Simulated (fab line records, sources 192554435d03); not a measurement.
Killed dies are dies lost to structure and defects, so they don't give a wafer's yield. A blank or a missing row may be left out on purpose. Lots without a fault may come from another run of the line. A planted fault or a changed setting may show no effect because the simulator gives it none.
fab line records | flow n5_finfet
record lots=5 wafers=12 last_day=17
route steps=1938 shown SD_EPI_N@290 SD_EPI_P@295 BEOL_M4@1111 PASSIVATION@1936
lots that met no fault: from a run of the same line without faults
start_h: hours from the record's first day to the start of the lot's first wafer shown | wait_h: hours since the lot's step before | " the same as in the row above | L1.1+2: a row that stands for several wafers | - no value, or no start given | * or withheld: withheld | < > ~ a bound
route shown NAME@n: a module of which the file shows steps, and the number in the route of the first | usual: mean/standard deviation of fault-free wafers | same: alike in all rows | chamber/n: place in a boat | sites: the reading at each site | _std_site: their standard deviation | _edge_site: outer sites' mean less inner sites' | radius_mm: how far each site lies from the wafer's centre | mask NAME#n: copy n | behind: the tool/chamber that last shaped the wafer | hold: why the lot was held/for how many hours/how that ended | device: the transistor (n, p or np) that didn't switch | end of line: the same wafers' tests at the end of the route | a step without rows: its recipe alone | killed: dies lost to structure and defects at the first sort, not the wafer's yield | map: a wafer's dies, x killed, . not, _ none there
set.NAME: the setting as run; set.NAME@STEP: as run at that earlier step | model.NAME: the simulator's own value behind a step, which no gauge read
lots at some steps of the route; a table a step, a row a wafer
services: from which hour (start_h, from the record's first day; less than 0 if before it) a tool's chamber was out of use, for how many hours, and why
## steps
# step N5_SD_EPI_N_PRECLEAN_24
# recipe chemistry=O3/DIW time_s=60 temp_c=22 o3_ppm=10
# step N5_SD_EPI_N_SRD_25
# recipe time_s=30 temp_c=23 rinse_liquid=diw dry=ipa_marangoni
# step N5_SD_EPI_N_PRECLEAN_49
# recipe chemistry=NF3:NH3 afs_cycles=1 temp_c=30 time_s=20 sublimation_temp_c=180 sublimation_time_s=60 pressure_torr=3 rf_power_w=30
# step N5_SD_EPI_N_LINER_46
# recipe material=SiNx target_thk_a=30 temp_c=400 ald_precursor_family=SiH2I2 ald_co_reactant=N2/H2-plasma pressure_torr=2
# step N5_SD_EPI_P_COAT_34
# recipe resist=SOC temp_c=250 time_s=60 spin_rpm=1500 resist_thk_nm=350
# step N5_SD_EPI_P_COAT_35
# recipe resist=SiARC temp_c=220 time_s=60 spin_rpm=1500 resist_thk_nm=35
# step N5_SD_EPI_P_COAT_03
# recipe resist=CAR-ArF-block spin_rpm=1500 resist_thk_nm=150
# step N5_SD_EPI_P_EBR_05
# recipe solvent=PGMEA ebr_width_mm=1.5
# step N5_SD_EPI_P_SOFTBAKE_04
# recipe temp_c=110 time_s=60 resist=CAR-ArF-block
# step N5_SD_EPI_P_EXPOSE_06
# recipe mask_id=SD_P_BLK na=1.35 source_shape=conventional sigma_outer=0.8 polarization=unpolarized target_cd_nm=240 dose_mj=39.5
# step N5_SD_EPI_P_PEB_07
# recipe peb_temp_c=110 peb_time_s=60 resist=CAR-ArF-block
# usual heater_power_total_W=175.5/1.6 plate_temp_C=109.99/0.11
# columns lot.wafer tool chamber start_h wait_h heater_power_total_W plate_temp_C
L511.1 litho_track-04 0 94.81 0.1 177.6 109.95
L511.4 " 0 " " 202.9 -
L514.2 litho_track-04 0 115.08 0.0 204.4 -
L514.4 " 0 " " 204.9 -
L515.2 litho_track-04 0 119.45 0.0 204.9 -
L515.4 " 0 " " 201.8 -
L523.2 litho_track-02 0 170.80 0.0 174.5 109.88
L523.4 " 0 " " 176.4 109.68
L523.6 " 0 " " 177.4 109.91
L524.2 litho_track-04 0 173.35 0.0 174.6 110.13
L524.4 " 0 " " 175.0 110.05
L524.6 " 0 " " 175.1 110.03
# step N5_SD_EPI_P_DEVELOP_08
# recipe develop_time_s=30 developer=TMAH resist=CAR-ArF-block dev_temp_c=23 rinse_liquid=diw dry=air_spin
# step N5_SD_EPI_P_CD_MEAS_09
# recipe target_cd_nm=240 landing_energy_ev=500 detector=se_inlens
# usual cd_nm=240.1/0.6
# columns lot.wafer tool chamber start_h wait_h cd_nm
L511.1 cd_sem-01 0 94.87 - 239.2
L511.4 " 0 " " 230.4
L514.2 cd_sem-03 0 115.15 - 230.0
L514.4 " 0 " " 228.6
L515.2 cd_sem-03 0 119.52 - 231.1
L515.4 " 0 " " 230.7
L523.2 cd_sem-01 0 170.87 - 240.4
L523.4 " 0 " " 241.1
L523.6 " 0 " " 240.5
L524.2 cd_sem-02 0 173.42 - 240.2
L524.4 " 0 " " 240.2
L524.6 " 0 " " 240.6
# step N5_SD_EPI_P_DESCUM_14
# recipe chemistry=O2 time_s=7.9 source_power_w=50 bias_power_w=20 pressure_mtorr=20 rf_frequency_hz=2.712e+07 temp_c=40 resist=CAR-ArF-block o2_flow_sccm=225
# usual drypump_motor_current_A=5.8/0.47 oes_product_au=0.76/0.062 rf_vpp_V=243.4/1.5 showerhead_plenum_p_Torr=2.11/0.086 throttle_valve_pct=20.54/0.13
# columns lot.wafer tool chamber start_h wait_h drypump_motor_current_A oes_product_au rf_hours_counter_h rf_vpp_V showerhead_plenum_p_Torr throttle_valve_pct model.SD_EPI_P.cd_nm
L511.1 rie_diel-06 0 94.96 0.0 4.9 0.93 18 243.0 2.14 20.39 239.2
L511.4 " 2 " " 5.9 0.71 217 245.1 2.16 20.58 230.4
L514.2 rie_diel-05 1 115.25 0.1 6.2 0.80 101 240.9 1.94 20.57 230
L514.4 " 0 " " 5.5 0.77 152 245.0 2.19 20.49 228.8
L515.2 rie_diel-02 1 119.61 0.0 5.5 0.76 170 244.7 2.18 20.28 231.2
L515.4 " 3 " " 6.2 0.69 239 241.4 1.98 20.49 230.8
L523.2 rie_diel-06 1 171.02 0.1 5.4 0.72 200 242.6 2.07 20.56 240.4
L523.4 " 0 " " 4.9 0.90 38 243.7 2.13 20.44 241
L523.6 " 1 " " 5.3 0.71 - 243.8 2.07 20.55 240.4
L524.2 rie_diel-02 0 173.50 0.0 6.1 0.72 178 241.6 1.99 20.58 240
L524.4 " 3 " " 6.2 0.99 0 245.4 2.24 20.17 240.2
L524.6 " 2 " " 5.3 0.76 - 245.0 2.19 20.60 240.8
# step N5_SD_EPI_P_ETCH_36
# recipe chemistry=CF4 target=SiARC target_depth_a=455 mask_material=CAR-ArF-block time_s=75.8 ion_energy_ev=80 pressure_mtorr=40 source_w=545 bias_w=36 Ar_flow_sccm=100 cf4_flow_sccm=100 ends=cleared
# step N5_SD_EPI_P_ETCH_37
# recipe chemistry=N2/H2 target=SOC overetch_a=1080 mask_material=SiARC temp_c=40 ion_energy_ev=100 source_w=3000 bias_w=133 pressure_mtorr=20 time_s=486 n2_flow_sccm=200 h2_flow_sccm=200 ends=end_point
# step N5_SD_EPI_P_STRIP_38
# recipe chemistry=N2/H2 temp_c=40 n2_flow_sccm=200 h2_flow_sccm=200 rf_frequency_hz=6e+07
# step N5_SD_EPI_P_ETCHBACK_46
# recipe chemistry=CH3F/O2 mode=anisotropic_etchback target=SiNx target_depth_a=175 stop_on=SiO2 over_etch_frac=0.3 ion_energy_ev=120 pressure_mtorr=30 source_w=395 bias_w=73 Ar_flow_sccm=150 CH3F_flow_sccm=30 O2_flow_sccm=20
# step N5_SD_EPI_P_ETCH_47
# recipe chemistry=CH3F/O2 target=SiOCN target_depth_a=250 mask_material=SOC ion_energy_ev=60 bias_w=29 pressure_mtorr=30 source_w=410 Ar_flow_sccm=150 CH3F_flow_sccm=30 O2_flow_sccm=20
# step N5_SD_EPI_P_ETCH_16
# recipe chemistry=CHF3/O2 target=SiO2 target_depth_a=50 mask_material=SOC pressure_mtorr=30 source_w=650 bias_w=170 Ar_flow_sccm=200 CHF3_flow_sccm=50 O2_flow_sccm=5 ion_energy_ev=200
# step N5_SD_EPI_P_STRIP_50
# recipe chemistry=CHF3/O2 resist=SiARC rf_frequency_hz=6e+07
# step N5_SD_EPI_P_SD_RECESS_17
# recipe chemistry=HBr/Cl2/O2 target_depth_a=391 bt_time_s=3 pressure_mtorr=10 icp_w=800 bias_w=112 HBr_flow_sccm=150 Cl2_flow_sccm=80 O2_flow_sccm=12
# usual drypump_motor_current_A=5.9/0.37 mfc_cl2_sccm=80.00/0.27 oes_product_au=1.008/0.013 throttle_valve_pct=37.06/0.25
# columns lot.wafer tool chamber start_h wait_h drypump_motor_current_A mfc_cl2_sccm oes_product_au rf_hours_counter_h throttle_valve_pct model.SD_EPI_P.cd_nm
L511.1 rie_si-02 3 95.65 0.0 6.2 80.37 0.990 55 36.81 239.4
L511.4 " 0 " " 6.1 80.14 1.021 8 37.31 230.6
L514.2 rie_si-03 1 115.94 0.0 6.4 79.88 1.008 22 37.46 230
L514.4 " 2 " " 5.2 80.35 0.999 183 36.59 228.8
L515.2 rie_si-02 3 120.29 0.0 6.1 80.04 0.987 55 36.82 231.6
L515.4 " 0 " " 6.1 80.42 1.017 8 37.29 229.8
L523.2 rie_si-03 2 171.71 0.0 5.2 79.81 1.000 185 36.59 240.6
L523.4 " 1 " " 6.4 80.08 1.009 23 37.46 240.2
L523.6 " 0 " " 5.6 80.22 0.998 - 36.77 240.6
L524.2 rie_si-02 0 174.19 0.0 6.0 80.10 1.014 9 37.32 240.4
L524.4 " 0 " " 6.1 79.27 1.024 - 37.29 240.6
L524.6 " 3 " " 6.1 80.02 0.987 - 36.81 241.2
# step N5_SD_EPI_P_WET_ETCH_45
# recipe chemistry=dHF dilution=withheld time_s=10.7 target=SiO2 target_depth_a=20 temp_c=25 dry=ipa_marangoni rinse_time_s=30 rinse_temp_c=23
# step N5_BEOL_M4_RC_MEAS_101
# usual DIBL_N=35.7/1.3 DIBL_P=36.0/1.6 IOFF_N=0.154/0.025 IOFF_P=0.21/0.034 ION_N=675/9.7 ION_P=465/7.4 SS_N=71.3/0.55 SS_P=73.1/0.52 VT_N=250/3 VT_P=-249/3.6
# columns lot.wafer tool chamber start_h wait_h DIBL_N[mV/V] DIBL_P[mV/V] IOFF_N[nA/um] IOFF_P[nA/um] ION_N[uA/um] ION_P[uA/um] SS_N[mV/dec] SS_P[mV/dec] VT_N[mV] VT_P[mV]
L511.1 prober-01 0 214.29 0.0 37.6 38.2 0.188 0.27 678 468 72.0 72.7 248 -245
L511.4 " 0 " " 35.5 36.1 0.146 0.23 676 470 71.0 72.8 249 -247
L514.2 prober-01 0 230.79 0.2 37.4 39.0 0.197 0.25 684 475 72.0 73.7 247 -245
L514.4 " 0 " " 34.4 35.3 0.130 0.19 654 456 71.0 73.1 251 -252
L515.2 prober-02 0 238.78 0.2 34.1 34.2 0.140 0.19 673 465 71.7 72.9 251 -250
L515.4 " 0 " " 34.5 35.0 0.143 0.20 668 463 71.6 72.8 250 -250
L523.2 prober-02 0 286.93 0.2 35.1 34.8 0.148 0.18 676 455 71.8 73.1 251 -252
L523.4 " 0 " " 35.0 35.6 0.155 0.19 675 454 71.3 73.0 247 -254
L523.6 " 0 " " 34.1 33.9 0.132 0.17 660 448 71.1 72.9 253 -252
L524.2 prober-02 0 295.08 0.2 35.6 35.3 0.163 0.22 692 469 71.6 73.0 246 -246
L524.4 " 0 " " 34.8 34.3 0.151 0.21 667 460 71.0 72.2 248 -250
L524.6 " 0 " " 34.4 33.5 0.129 0.19 676 468 70.6 72.0 252 -250
# step N5_PASSIVATION_PROBE_49
# usual defect_limited_yield=91.6/1.4 killed_at_M0_to_M3=35/10 killed_at_M4_up=13/5.3 killed_at_contacts=12/5.9 killed_at_front_end=36/9.9 killed_at_other=3.2/3 killed_dies=99/16 killed_open=66/12 killed_short=32/7.7 sort_bin_5_function=4.9/0.91 sort_bin_6_memory=3.2/0.65 sort_n_pass=1081/16 sort_yield_pct=91.6/1.4
# same gross_dies=1180 killed_at_back_side=0 sort_bin_4_leakage[%]=0 sort_bin_8_speed[%]=0
# columns lot.wafer tool chamber start_h wait_h defect_limited_yield[%] killed_at_M0_to_M3 killed_at_M4_up killed_at_contacts killed_at_front_end killed_at_other killed_dies killed_open killed_short sort_bin_5_function[%] sort_bin_6_memory[%] sort_n_pass sort_yield_pct[%]
L511.4 prober-01 - 323.87 0.2 87.2 41 30 17 59 4 151 96 54 7.3 4.9 1029 87.2
# killed by level:class
L511.4 FIN_SAQP:geometric_particle:open=23 BEOL_M4:geometric_particle:open=17 BEOL_M3:geometric_particle:open=14 FIN_SAQP:geometric_particle:short=12 MOL_CONTACT_COAG:geometric_particle:open=10 BEOL_M0_SAQP:geometric_particle:short=9 MOL_CONTACT_COAG:geometric_particle:short=7 BEOL_M0_SAQP:geometric_particle:open=7
## services
# columns tool chamber start_h hours kind
rie_diel-02 - 81.18 1.0 repair
rie_diel-02 1 104.61 8.1 repair
rie_diel-06 - 109.40 0.7 repair
rie_diel-02 - 146.70 2.8 pm
rie_si-02 1 154.67 - clean
rie_si-02 1 154.67 - consumable_replace:esc
rie_si-02 1 154.67 25.2 scheduled_down
rie_si-02 1 154.67 25.2 vent_cycle
rie_diel-02 3 157.07 - clean
rie_diel-02 3 157.07 - consumable_replace:focus_ring
rie_diel-02 3 157.07 - consumable_replace:showerhead
rie_diel-02 3 157.07 15.7 scheduled_down
rie_diel-02 3 157.07 15.7 vent_cycle
## key
first_sign step=N5_SD_EPI_P_PEB_07 reading=heater_power_total_W direction=up sigmas=18 usual=* struck=*
effect step=N5_SD_EPI_P_CD_MEAS_09 reading=cd_nm direction=down sigmas=17 usual=240.1 struck=230.2
model_effect step=N5_SD_EPI_P_DESCUM_14 value=SD_EPI_P.cd_nm without=239.5 struck=230.2
model_effect step=N5_SD_EPI_P_SD_RECESS_17 value=SD_EPI_P.cd_nm without=239.4 struck=230.2
met_at N5_SD_EPI_P_PEB_07
struck_wafers L511.4,L514.2,L514.4,L515.2,L515.4
fault kind=process_parameter_drift tool=litho_track-04 chamber=- onset_h=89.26 steps=N5_SD_EPI_P_PEB_07 channel=peb_time_s offset=* shape=step end_h=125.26 scope=struck_wafers_only acts_in=* stated=*
